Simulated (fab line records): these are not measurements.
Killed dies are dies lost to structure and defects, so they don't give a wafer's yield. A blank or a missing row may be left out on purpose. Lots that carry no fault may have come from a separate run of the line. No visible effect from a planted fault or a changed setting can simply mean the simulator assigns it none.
Matching of chambers || flow nand_harc || pecvd-02 running NHARC_A_STAIRCASE_DEP_325: 3 sister chambers
The step deposits SiO2, target thk 3800 nm. 14 wafers are shown with their chamber, then 7 later ones without.

## EACH WAFER AND ITS CHAMBER
{"wafer": "L076.1", "chamber": 1, "heater_power_w (W)": 844, "rf_fwd_power_W (W)": 500.7}
{"wafer": "L076.2", "chamber": 0, "heater_power_w (W)": 698, "rf_fwd_power_W (W)": 500.1}
{"wafer": "L076.5", "chamber": 1, "heater_power_w (W)": 706, "rf_fwd_power_W (W)": 501.8}
{"wafer": "L080.4", "chamber": 1, "heater_power_w (W)": 689, "rf_fwd_power_W (W)": 499.6}
{"wafer": "L080.5", "chamber": 2, "heater_power_w (W)": 559, "rf_fwd_power_W (W)": 500.3}
{"wafer": "L080.6", "chamber": 0, "heater_power_w (W)": 580, "rf_fwd_power_W (W)": 499.9}
{"wafer": "L083.1", "chamber": 2, "heater_power_w (W)": 577, "rf_fwd_power_W (W)": 499.1}
{"wafer": "L083.4", "chamber": 2, "heater_power_w (W)": 543, "rf_fwd_power_W (W)": 498.3}
{"wafer": "L083.5", "chamber": 0, "heater_power_w (W)": 606, "rf_fwd_power_W (W)": 499.8}
{"wafer": "L086.2", "chamber": 2, "heater_power_w (W)": 547, "rf_fwd_power_W (W)": 500.4}
{"wafer": "L086.3", "chamber": 1, "heater_power_w (W)": 706, "rf_fwd_power_W (W)": 501.1}
{"wafer": "L086.4", "chamber": 2, "heater_power_w (W)": 535, "rf_fwd_power_W (W)": 501.1}
{"wafer": "L089.1", "chamber": 1, "heater_power_w (W)": 778, "rf_fwd_power_W (W)": 496.4}
{"wafer": "L089.4", "chamber": 0, "heater_power_w (W)": 600, "rf_fwd_power_W (W)": 500.2}

SIGNATURES (means of the wafers above)
{"reading": "heater_power_w", "chamber 0": 621.00, "chamber 1": 744.60, "chamber 2": 552.20, "scatter within a chamber": 49}
{"reading": "rf_fwd_power_W", "chamber 0": 500.000, "chamber 1": 499.920, "chamber 2": 499.840, "scatter within a chamber": 1.45}
Rule: distance of a wafer from a chamber = root of the sum over the readings of ((wafer's reading minus chamber's mean) / reading's scatter) squared. The wafer belongs to the nearest chamber; if the next one is less than 2 further off, it can't be placed. The scatter: the root of (the sum of the squares of (reading less its chamber's mean) over the shown wafers, divided by (wafers less chambers)).

## WAFERS WHOSE CHAMBER IS MISSING
{"wafer": "L089.6", "heater_power_w (W)": 540, "rf_fwd_power_W (W)": 500.5}
{"wafer": "L091.4", "heater_power_w (W)": 599, "rf_fwd_power_W (W)": 499.4}
{"wafer": "L091.5", "heater_power_w (W)": 525, "rf_fwd_power_W (W)": 499.8}
{"wafer": "L091.6", "heater_power_w (W)": 719, "rf_fwd_power_W (W)": 498.5}
{"wafer": "L096.4", "heater_power_w (W)": 736, "rf_fwd_power_W (W)": 497.9}
{"wafer": "L096.5", "heater_power_w (W)": 519, "rf_fwd_power_W (W)": 500.7}
{"wafer": "L096.6", "heater_power_w (W)": 595, "rf_fwd_power_W (W)": 501.7}

## WHICH CHAMBER EACH ONE RAN IN
{"wafer": "L089.6", "from the rows above": "can't be placed: 2 or 0", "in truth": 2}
{"wafer": "L091.4", "from the rows above": "can't be placed: 0 or 2", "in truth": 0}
{"wafer": "L091.5", "from the rows above": "can't be placed: 2 or 0", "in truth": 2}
{"wafer": "L091.6", "from the rows above": "can't be placed: 1 or 0", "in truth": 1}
{"wafer": "L096.4", "from the rows above": "can't be placed: 1 or 0", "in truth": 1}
{"wafer": "L096.5", "from the rows above": "can't be placed: 2 or 0", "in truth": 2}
{"wafer": "L096.6", "from the rows above": "can't be placed: 0 or 2", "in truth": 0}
0 of 7 placed correctly. Can't be placed from these rows: 7 (the true chamber is among the candidates in 7). Placed wrongly: 0.
